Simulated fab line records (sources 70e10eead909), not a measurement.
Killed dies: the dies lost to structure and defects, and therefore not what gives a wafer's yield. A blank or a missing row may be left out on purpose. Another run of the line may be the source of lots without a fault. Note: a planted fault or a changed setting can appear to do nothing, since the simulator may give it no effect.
fab line records    flow nand_harc
record: lots: 11  wafers: 33  last_day: 24
route steps=1159 shown A_SGD_CUT@762 A_M1@1047 A_BONDPAD@1084 END@1159
lots with no fault: from the same line, run without faults
start_h: hours from the record's opening day to when the first of the lot's shown wafers began    wait_h: how many hours have passed since the lot's step before this one    " the same as in the row above    L1.1+2: one row covering several wafers at once    - value missing, or start not given    * or withheld: withheld    < > ~ a bound
route shown NAME@n: names a module that has steps shown in the file, with the first one's number in the route    usual: average and standard deviation across the fault-free wafers    same: alike in all rows    chamber/n: place in a boat    sites: the reading at each site    _std_site: the values' standard deviation    _edge_site: inner sites' mean taken away from outer sites' mean    radius_mm: how far each site lies from the wafer's centre    mask NAME#n: copy n    behind: the last tool/chamber to shape the wafer    hold: why the lot went on hold/how many hours it stayed there/how the hold came to an end    device: transistor that didn't switch, given as n, p or np    end of line: tests run on the same wafers once the route is complete    for a step that has no rows: nothing shown but its recipe    killed: not the wafer's yield, but the dies lost to structure and defects at the first sort    map: dies across one wafer; x = killed, . = not, _ = none there
set.NAME: the setting the step ran with; set.NAME@STEP: the setting that earlier step ran with    model.NAME: the simulator's own value behind a step, which no gauge read
one table for each step of the route and one row for each wafer, over a sample of lots
services: from which hour (start_h, from the record's first day; less than 0 if before it) a tool's chamber was out of use, for how many hours, and why
== steps ==
step: NHARC_A_SGD_CUT_ETCH_58
recipe: target_depth_a: 390  over_etch_frac: 0.3  time_s: 65  ion_energy_ev: 80  cf4_flow_sccm: 150  ar_flow_sccm: 0  rf_w: 300  bias_w: 100  chemistry: CF4
usual: cf4_flow_sccm: 150.0/0.49  drypump_motor_current_A: 5.7/0.48  oes_product_au: 1.000/0.01  rf_vpp_V: 151.5/1.4  showerhead_plenum_p_Torr: 1.78/0.092  throttle_valve_pct: 13.285/0.0081
lot.wafer  tool         chamber  start_h  wait_h  cf4_flow_sccm  drypump_motor_current_A  oes_product_au  rf_hours_counter_h  rf_vpp_V  showerhead_plenum_p_Torr  throttle_valve_pct
L698.3     rie_diel-09  1        310.90   0.1     150.5          6.0                      1.006           3                   151.1     1.85                      13.288
L698.1     "            2        "        "       149.9          6.0                      0.981           2                   151.6     1.89                      13.288
L698.6     "            0        "        "       150.2          6.2                      0.997           -                   149.2     1.68                      13.285
L700.2     rie_diel-09  1        326.29   0.1     150.9          6.0                      1.011           5                   153.2     1.85                      13.290
L700.4     "            2        "        "       149.4          6.0                      0.983           4                   152.5     1.89                      13.283
L700.5     "            1        "        "       150.5          6.0                      1.004           -                   153.0     1.85                      13.280
L701.4     rie_diel-08  3        327.20   0.1     150.4          5.5                      0.992           2                   149.7     1.67                      13.299
L701.2     "            2        "        "       150.0          5.4                      0.974           2                   151.1     1.65                      13.282
L701.6     "            0        "        "       150.1          6.4                      0.995           -                   152.2     1.84                      13.290
L699.3     rie_diel-09  0        327.51   0.1     150.0          6.2                      0.988           5                   150.3     1.67                      13.292
L699.6     "            0        "        "       149.8          6.2                      0.987           -                   150.3     1.68                      13.278
L699.5     "            1        "        "       150.3          6.0                      0.999           -                   152.5     1.85                      13.272
L703.4     rie_diel-10  2        328.83   0.1     149.9          5.7                      1.000           18                  151.8     1.74                      13.272
L703.1     "            0        "        "       150.4          4.9                      1.020           18                  149.9     1.68                      13.285
L703.6     "            3        "        "       149.9          6.0                      0.993           -                   152.0     1.88                      13.290
L702.1     rie_diel-08  0        329.12   0.1     150.5          6.4                      1.000           2                   151.3     1.84                      13.294
L702.4     "            1        "        "       150.3          5.4                      0.990           2                   152.3     1.87                      13.267
L702.6     "            1        "        "       150.7          5.4                      1.008           -                   153.2     1.87                      13.275
L704.1     rie_diel-10  3        330.30   0.1     150.0          6.0                      0.998           20                  151.0     1.88                      13.290
L704.2     "            1        "        "       149.8          4.9                      1.011           19                  151.2     1.78                      13.283
L704.6     "            0        "        "       149.8          5.0                      1.013           -                   149.1     1.68                      13.288
L714.4     rie_diel-08  1        407.48   0.1     149.8          5.4                      1.006           9                   152.4     1.87                      13.284
L714.2     "            3        "        "       149.4          5.6                      0.998           10                  149.3     1.67                      13.292
L714.5     "            0        "        "       150.4          6.4                      1.008           -                   154.0     1.83                      13.278
L719.2     rie_diel-09  1        418.39   0.1     149.0          6.0                      1.002           10                  152.6     1.84                      13.293
L719.5     "            0        "        "       150.0          6.3                      1.000           -                   151.3     1.67                      13.294
L719.6     "            1        "        "       149.4          6.0                      1.010           -                   152.3     1.84                      13.277
L718.3     rie_diel-10  0        419.85   0.1     149.9          5.0                      1.010           8                   150.5     1.68                      13.286
L718.2     "            1        "        "       150.6          4.9                      1.016           7                   150.9     1.78                      13.284
L718.1     "            3        "        "       150.2          6.0                      1.003           7                   151.6     1.88                      13.290
L721.1     rie_diel-10  2        452.95   0.1     149.5          5.7                      1.002           9                   151.2     1.74                      13.277
L721.6     "            1        "        "       149.5          4.9                      1.016           -                   150.6     1.78                      13.282
L721.5     "            2        "        "       150.2          5.7                      1.004           -                   151.9     1.73                      13.283
step: NHARC_A_M1_PRE_CLEAN_30
recipe: time_s: 30  temp_c: 280  gas: H2/He
usual: heater_power_w: 436/52
lot.wafer  tool            chamber  start_h  wait_h  heater_power_w
L698.1     pvd_sputter-01  -        -        -       488
L698.3     "               -        "        "       486
L698.6     "               -        "        "       492
L702.4     pvd_sputter-02  -        -        -       448
L702.1     "               -        "        "       355
L702.6     "               -        "        "       448
L699.3     pvd_sputter-01  -        -        -       451
L699.6     "               -        "        "       497
L699.5     "               -        "        "       486
L700.4     pvd_sputter-02  -        -        -       357
L700.2     "               -        "        "       447
L700.5     "               -        "        "       373
L704.1     pvd_sputter-01  -        -        -       481
L704.2     "               -        "        "       414
L704.6     "               -        "        "       495
L703.1     pvd_sputter-01  -        -        -       440
L703.4     "               -        "        "       416
L703.6     "               -        "        "       451
L701.4     pvd_sputter-01  -        -        -       493
L701.2     "               -        "        "       416
L701.6     "               -        "        "       482
L714.2     pvd_sputter-03  -        -        -       452
L714.4     "               -        "        "       389
L714.5     "               -        "        "       363
L719.2     pvd_sputter-02  -        -        -       444
L719.5     "               -        "        "       372
L719.6     "               -        "        "       359
L718.2     pvd_sputter-03  -        -        -       352
L718.3     "               -        "        "       463
L718.1     "               -        "        "       413
L721.1     pvd_sputter-03  -        -        -       364
L721.5     "               -        "        "       472
L721.6     "               -        "        "       415
step: NHARC_A_M1_DEP_33
recipe: target_thk_a: 300  temp_c: 370  target_thk_nm: 30  pressure_torr: 3  flow_sccm: 200  rf_w: 450  material: SiCN
usual: heater_power_w: 611/52
lot.wafer  tool      chamber  start_h  wait_h  heater_power_w
L698.3     pecvd-01  0        407.75   0.1     596
L698.1     "         2        "        "       596
L698.6     "         0        "        "       588
L702.1     pecvd-02  1        413.33   0.1     524
L702.4     "         0        "        "       538
L702.6     "         1        "        "       563
L699.3     pecvd-04  1        418.24   0.1     630
L699.5     "         2        "        "       708
L699.6     "         0        "        "       635
L700.2     pecvd-04  1        418.57   0.1     629
L700.5     "         0        "        "       627
L700.4     "         1        "        "       620
L704.2     pecvd-04  0        419.54   0.1     656
L704.1     "         2        "        "       726
L704.6     "         0        "        "       646
L703.1     pecvd-02  0        422.31   0.1     536
L703.6     "         1        "        "       611
L703.4     "         0        "        "       541
L701.2     pecvd-02  2        423.70   0.1     580
L701.6     "         1        "        "       568
L701.4     "         2        "        "       573
L714.2     pecvd-02  0        505.01   0.1     507
L714.4     "         0        "        "       496
L714.5     "         1        "        "       542
L719.2     pecvd-01  0        519.23   0.1     580
L719.5     "         1        "        "       598
L719.6     "         0        "        "       563
L718.2     pecvd-04  0        522.42   0.1     633
L718.1     "         1        "        "       619
L718.3     "         2        "        "       698
L721.1     pecvd-01  2        546.21   0.1     624
L721.5     "         0        "        "       560
L721.6     "         1        "        "       618
step: NHARC_A_BONDPAD_PVD_17
recipe: target_thk_a: 50  bias_v: 168.6  power_w: 15000  chamber_pressure_pa: 0.12  time_s: 8.06  substrate_temp_c: 50  material: TaN
usual: substrate_temp_c: 50.00/0.11  throttle_valve_pct: 30.6/0.82
lot.wafer  tool            chamber  start_h  wait_h  substrate_temp_c  throttle_valve_pct
L698.3     pvd_sputter-01  -        -        -       50.07             29.8
L698.1     "               -        "        "       50.30             31.9
L698.6     "               -        "        "       49.97             31.3
L702.4     pvd_sputter-03  -        -        -       49.85             30.2
L702.1     "               -        "        "       49.98             30.0
L702.6     "               -        "        "       50.02             31.5
L699.3     pvd_sputter-02  -        -        -       50.02             31.7
L699.5     "               -        "        "       50.07             30.4
L699.6     "               -        "        "       49.82             30.5
L700.2     pvd_sputter-03  -        -        -       50.02             30.3
L700.4     "               -        "        "       49.83             29.8
L700.5     "               -        "        "       49.97             31.3
L704.2     pvd_sputter-03  -        -        -       50.08             31.2
L704.1     "               -        "        "       49.93             30.4
L704.6     "               -        "        "       49.93             31.3
L703.4     pvd_sputter-02  -        -        -       49.83             31.9
L703.1     "               -        "        "       50.04             30.3
L703.6     "               -        "        "       50.03             30.6
L701.2     pvd_sputter-01  -        -        -       49.89             29.4
L701.4     "               -        "        "       49.98             32.0
L701.6     "               -        "        "       49.88             29.3
L714.2     pvd_sputter-03  -        -        -       50.19             31.5
L714.4     "               -        "        "       50.02             30.3
L714.5     "               -        "        "       50.32             30.8
L719.2     pvd_sputter-02  -        -        -       49.99             31.5
L719.6     "               -        "        "       49.93             30.2
L719.5     "               -        "        "       50.07             32.2
L718.2     pvd_sputter-03  -        -        -       50.15             30.3
L718.1     "               -        "        "       49.98             30.7
L718.3     "               -        "        "       49.96             31.6
L721.1     pvd_sputter-02  -        -        -       50.17             31.6
L721.5     "               -        "        "       49.91             30.6
L721.6     "               -        "        "       50.05             30.7
step: NHARC_END_SORT_01
recipe: temp_c: 25
usual: killed_at_array: 29/11  killed_at_other: 0.7/1.1  killed_at_periphery: 3.1/2  killed_dies: 33/11  killed_open: 3.5/1.8  killed_short: 2.0/1.4
same: gross_dies: 677
lot.wafer  tool       chamber  start_h  wait_h  killed_at_array  killed_at_other  killed_at_periphery  killed_dies  killed_open  killed_short
L714.2     prober-01  0        547.38   2.8     59               0                4                    63           2            1
L714.4     prober-01  0        548.99   3.4     128              0                5                    133          5            1
L714.5     prober-01  0        549.80   3.7     41               0                5                    46           1            2
killed by level:class
L714.2 A_CHANNEL_HOLE_D1:chamber_film_flake=25 A_STAIRCASE:chamber_film_flake=15 A_SLIT:chamber_film_flake=12 P_GATE:chamber_film_flake=2 A_WL_FILL:geometric_particle:short=1 A_CONTACT:geometric_particle:open=1 A_BLC:geometric_particle:open=1 P_STI:chamber_film_flake=1
L714.4 A_SGD_CUT:unspecified=72 A_CHANNEL_HOLE_D1:chamber_film_flake=23 A_SLIT:chamber_film_flake=15 A_STAIRCASE:chamber_film_flake=9 A_CHANNEL_FILL_D1:geometric_particle:open=3 P_STI:chamber_film_flake=2 A_CONTACT:chamber_film_flake=2 P_M0:geometric_particle:open=1
L714.5 A_CHANNEL_HOLE_D1:chamber_film_flake=12 A_SLIT:chamber_film_flake=12 A_STAIRCASE:chamber_film_flake=8 P_STI:chamber_film_flake=3 A_CONTACT:chamber_film_flake=2 A_WL_FILL:geometric_particle:short=1 A_M0:geometric_particle:short=1 A_M0:geometric_particle:open=1
== services ==
tool            chamber  start_h  hours  kind
pecvd-04        0        291.34   4.0    repair
pecvd-04        -        311.58   1.2    repair
rie_diel-09     2        321.92   1.5    repair
pecvd-02        -        334.56   13.0   pm
rie_diel-10     0        335.52   4.1    repair
pvd_sputter-01  -        336.05   10.0   pm
rie_diel-10     -        353.50   9.0    pm
rie_diel-09     3        371.55   1.4    repair
pecvd-04        -        376.04   13.0   pm
pecvd-02        -        380.20   1.2    repair
rie_diel-10     1        388.27   5.3    repair
pvd_sputter-02  -        392.00   10.0   pm
rie_diel-09     -        395.36   0.7    repair
rie_diel-09     -        431.36   9.0    pm
pecvd-04        1        431.88   16.8   repair
pvd_sputter-02  -        436.22   5.5    repair
pvd_sputter-01  -        437.89   14.8   repair
pvd_sputter-03  -        458.07   10.0   pm
rie_diel-10     1        459.71   2.5    repair
rie_diel-09     0        460.45   2.6    repair
pecvd-04        -        462.40   1.7    repair
rie_diel-10     3        510.96   4.1    repair
pvd_sputter-01  -        514.05   10.0   pm
pecvd-02        -        515.56   13.0   pm
== key ==
first_sign: step: NHARC_END_SORT_01  reading: killed_dies  direction: up  sigmas: 9.4  usual: 33  struck: 133
effect: step: NHARC_END_SORT_01  reading: killed_at_array  direction: up  sigmas: 9.3  usual: 29  struck: 128
more_kills_born_at: NHARC_A_SGD_CUT_ETCH_58@rie_diel-08: 72
met_at NHARC_A_SGD_CUT_ETCH_58
struck_lots L714
struck_wafers L714.4
tester_left_out L714
not_acting_at NHARC_A_M1_PRE_CLEAN_30,NHARC_A_M1_DEP_33,NHARC_A_BONDPAD_PVD_17
onset_between 329.12 407.48
fault: kind: chamber_particle_source  tool: rie_diel-08  chamber: 1  onset_h: 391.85  steps: NHARC_A_SGD_CUT_ETCH_58  rate_per_visit_cm2: 0.58638  end_h: 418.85
tester_left_out: of these lots the tester's yield and bins aren't shown, on N5 and GAA mostly nor the transistor test; their killed dies are dies lost to structure and defects alone, not to doping, threshold or leakage, so they don't give the yield
